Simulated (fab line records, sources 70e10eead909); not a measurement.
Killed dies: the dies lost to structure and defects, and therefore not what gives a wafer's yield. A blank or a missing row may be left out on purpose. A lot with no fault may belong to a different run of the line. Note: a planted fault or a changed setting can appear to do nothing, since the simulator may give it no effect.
Matching of chambers	flow nandHarc	rieDiel-13 running NHARC_P_BONDPAD_ETCH_37: 4 sister chambers
The step etches the open film in N2/H2, target depth 60 nm, overetch 18 nm, time 65.91 s. 14 wafers are shown with their chamber, then 7 later ones without.

## WAFERS, EACH WITH ITS CHAMBER
wafer	chamber	showerheadPlenumPTorr (Torr)	drypumpMotorCurrentA (A)	rfVppV (V)
L075.1	0	2.19	5.8	434.7
L075.4	1	2.04	5.9	430.1
L075.5	0	2.19	5.8	435.2
L080.1	1	2.04	5.9	430.0
L080.2	0	2.19	5.8	434.1
L080.3	2	2.09	6.1	431.4
L081.1	2	2.09	6.1	432.2
L081.3	0	2.19	5.8	434.2
L081.5	2	2.09	6.1	431.3
L084.1	3	1.99	6.4	430.5
L084.3	2	2.08	6.1	431.9
L084.4	3	1.99	6.4	429.4
L092.1	3	1.99	6.4	428.2
L092.2	0	2.19	5.7	433.5

SIGNATURES (means of the wafers above)
reading	chamber 0	chamber 1	chamber 2	chamber 3	scatter within a chamber
showerheadPlenumPTorr	2.1900	2.0400	2.0875	1.9900	0.00274
drypumpMotorCurrentA	5.780	5.900	6.100	6.400	0.0283
rfVppV	434.340	430.050	431.700	429.367	0.696
Rule: distance of a wafer from a chamber = root of the sum over the readings of ((wafer's reading minus chamber's mean) / reading's scatter) squared. The wafer belongs to the nearest chamber; if the next one is less than 2 further off, it can't be placed. How the scatter is found: for the shown wafers, subtract from each reading the mean of its chamber, square and add these, divide the total by (wafers less chambers), then take the root.

## WAFERS WHOSE CHAMBER IS MISSING
wafer	showerheadPlenumPTorr (Torr)	drypumpMotorCurrentA (A)	rfVppV (V)
L092.6	1.99	6.3	429.0
L093.1	2.08	6.1	432.6
L093.5	2.19	5.8	434.0
L093.6	2.04	5.9	430.7
L097.1	2.04	5.9	430.4
L097.4	2.04	5.9	429.8
L097.6	2.08	6.1	432.4

## CHAMBER TAKEN BY EACH
wafer	from the rows above	in truth
L092.6	3	3
L093.1	2	2
L093.5	0	0
L093.6	1	1
L097.1	1	1
L097.4	1	1
L097.6	2	2
Correctly placed: 7 of 7. Not placeable from these rows: 0. 0 placed wrongly.
